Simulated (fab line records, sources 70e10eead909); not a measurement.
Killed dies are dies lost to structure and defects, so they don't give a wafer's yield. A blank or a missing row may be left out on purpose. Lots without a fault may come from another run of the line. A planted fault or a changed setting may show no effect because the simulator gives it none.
Which tool did it? | flow nand_harc | 11 lots, 33 wafers sampled, at 4 steps of a route of 1302

WHAT THE GAUGES READ, wafer by wafer
NHARC_A_SGD_CUT_CD_MEAS_09: target cd 100 nm.
lot  | measured     | on        | cd_nm (nm)
L074 | day 19 14:49 | cd_sem-03 | 100.0 99.4 98.5
L078 | day 20 11:32 | cd_sem-01 | 98.8 99.5 100.1
L080 | day 21 16:40 | cd_sem-01 | 99.3 100.2 99.3
L083 | day 22 11:26 | cd_sem-02 | 100.7 100.3 100.5
L084 | day 23 04:40 | cd_sem-02 | 99.3 98.8 98.2
L086 | day 24 03:45 | cd_sem-01 | 99.0 100.3 99.3
L089 | day 25 06:51 | cd_sem-03 | 99.7 99.6 100.5
L090 | day 26 02:37 | cd_sem-01 | 100.7 100.9 100.1
L093 | day 26 17:19 | cd_sem-01 | 100.1 100.8 100.6
L096 | day 28 04:46 | cd_sem-03 | 99.8 100.2 99.6
L097 | day 29 02:54 | cd_sem-03 | 99.5 100.1 100.2

WHICH TOOL RAN EACH LOT (tool, then ch and the chambers of the sampled wafers, then the start)
lot  | NHARC_A_STAIRCASE_HM_OPEN_460                 | NHARC_A_STAIRCASE_STRIP_316                   | NHARC_A_STAIRCASE_DEP_325
L074 | rie_diel-02 ch 0,2, day 18 20:54 or earlier   | rie_diel-02 ch 0,1,3, day 18 20:54 or earlier | pecvd-03 ch 0,1,2, day 18 20:54
L078 | rie_diel-04 ch 0,1, day 19 19:54 or earlier   | rie_diel-02 ch 1,2, day 19 19:54 or earlier   | pecvd-01 ch 1,2, day 19 19:54
L080 | rie_diel-02 ch 1,2, day 20 21:51 or earlier   | rie_diel-02 ch 1,2,3, day 20 21:51 or earlier | pecvd-01 ch 0,1,2, day 20 21:51
L083 | rie_diel-12 ch 0,1,2, day 21 16:26 or earlier | rie_diel-02 ch 1,2,3, day 21 16:26 or earlier | pecvd-03 ch 0,1, day 21 16:26
L084 | rie_diel-12 ch 0,1,3, day 22 12:39 or earlier | rie_diel-04 ch 0,1, day 22 12:39 or earlier   | pecvd-03 ch 1, day 22 12:39
L086 | rie_diel-02 ch 0,3, day 23 11:56 or earlier   | rie_diel-04 ch 0,3, day 23 11:56 or earlier   | pecvd-02 ch 1,2, day 23 11:56
L089 | rie_diel-04 ch 0,1,3, day 24 15:12 or earlier | rie_diel-02 ch 0,2,3, day 24 15:12 or earlier | pecvd-01 ch 0,1,2, day 24 15:12
L090 | rie_diel-02 ch 0,1,2, day 25 08:43 or earlier | rie_diel-04 ch 2,3, day 25 08:43 or earlier   | pecvd-02 ch 0,1,2, day 25 08:43
L093 | rie_diel-02 ch 0,1,3, day 26 00:01 or earlier | rie_diel-02 ch 0,1,2, day 26 00:01 or earlier | pecvd-01 ch 0,1, day 26 00:01
L096 | rie_diel-12 ch 0,1,2, day 27 10:52 or earlier | rie_diel-02 ch 0,2, day 27 10:52 or earlier   | pecvd-01 ch 0,1, day 27 10:52
L097 | rie_diel-12 ch 2,3, day 28 08:42 or earlier   | rie_diel-02 ch 1,2,3, day 28 08:42 or earlier | pecvd-02 ch 0,1,2, day 28 08:42
- NHARC_A_STAIRCASE_HM_OPEN_460: chemistry O2/COS.
- NHARC_A_STAIRCASE_STRIP_316: strips in O2.
- NHARC_A_STAIRCASE_DEP_325: deposits SiO2, target thk 7200 nm.

THE ANSWER, worked out from the rows above alone
Rule: what is usual is taken from the lots themselves. Put in order of their means at a reading, lots are off if they are a third of the lots or fewer, leave a main group of 4 or more, and stand apart from it by a gap of 3 or more times the standard deviation of the main group's means; of several such gaps the widest counts. A main group whose means are all the same, to the digits that the tables above print for the reading, isn't used. A lot without any number at a reading at which 4 lots or more have one is off too. The other lots that the step has rows for count as sound.
No lot is off at any reading shown: from this, nothing can be told.

WHAT THE SIMULATOR HAD PUT IN
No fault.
